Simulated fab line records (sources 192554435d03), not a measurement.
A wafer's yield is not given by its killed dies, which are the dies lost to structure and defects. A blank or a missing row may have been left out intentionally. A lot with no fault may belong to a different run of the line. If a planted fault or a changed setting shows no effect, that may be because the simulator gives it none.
Chamber matching | flow n5Finfet | rieDiel-06 running N5_HKMG_FIN_ETCH_54: 4 sister chambers
The step etches SiARC in CF4, target depth 45.5 nm, time 75.8 s. 14 wafers are shown with their chamber, then 7 later ones without.

## WAFERS WITH THEIR CHAMBER
wafer  | chamber | drypumpMotorCurrentA (A) | throttleValvePct (%) | oesProductAu (a.u.)
L074.2 | 1       | 4.8                      | 15.53                | 0.74
L074.3 | 0       | 5.2                      | 15.53                | 0.76
L074.4 | 2       | 5.4                      | 15.78                | 0.63
L079.1 | 1       | 4.8                      | 15.55                | 0.73
L079.4 | 3       | 6.7                      | 15.95                | 0.59
L079.6 | 1       | 4.9                      | 15.56                | 0.72
L080.2 | 3       | 6.7                      | 15.95                | 0.59
L080.4 | 0       | 5.2                      | 15.55                | 0.75
L080.5 | 2       | 5.4                      | 15.83                | 0.62
L085.1 | 0       | 5.2                      | 15.57                | 0.73
L085.2 | 2       | 5.3                      | 15.85                | 0.62
L085.5 | 0       | 5.2                      | 15.58                | 0.73
L093.1 | 0       | 5.2                      | 15.61                | 0.71
L093.3 | 1       | 4.9                      | 15.62                | 0.69

SIGNATURES (means of the wafers above)
reading              | chamber 0 | chamber 1 | chamber 2 | chamber 3 | scatter within a chamber
drypumpMotorCurrentA | 5.200     | 4.850     | 5.367     | 6.700     | 0.0408
throttleValvePct     | 15.5680   | 15.5650   | 15.8200   | 15.9500   | 0.0328
oesProductAu         | 0.7360    | 0.7200    | 0.6233    | 0.5900    | 0.0173
Rule: a wafer lies at a distance from a chamber equal to the root of the sum of squares, over the readings, of (its reading less the chamber's mean, divided by the reading's scatter). The wafer belongs to the nearest chamber; if the next one is less than 2 further off, it can't be placed. The scatter: the root of (the sum of the squares of (reading less its chamber's mean) over the shown wafers, divided by (wafers less chambers)).

## WAFERS WITH NO CHAMBER GIVEN
wafer  | drypumpMotorCurrentA (A) | throttleValvePct (%) | oesProductAu (a.u.)
L093.5 | 6.7                      | 15.50                | 0.80
L095.2 | 6.7                      | 15.51                | 0.79
L095.3 | 5.4                      | 15.90                | 0.60
L095.5 | 6.7                      | 15.51                | 0.80
L096.2 | 5.2                      | 15.62                | 0.70
L096.4 | 6.7                      | 15.53                | 0.79
L096.6 | 5.4                      | 15.88                | 0.60

## WHICH CHAMBER EACH WENT THROUGH
wafer  | from the rows above | in truth
L093.5 | 3                   | 3
L095.2 | 3                   | 3
L095.3 | 2                   | 2
L095.5 | 3                   | 3
L096.2 | 0                   | 0
L096.4 | 3                   | 3
L096.6 | 2                   | 2
Correct placement for 7 of the 7. Not placeable from these rows: 0. Wrongly placed: 0.
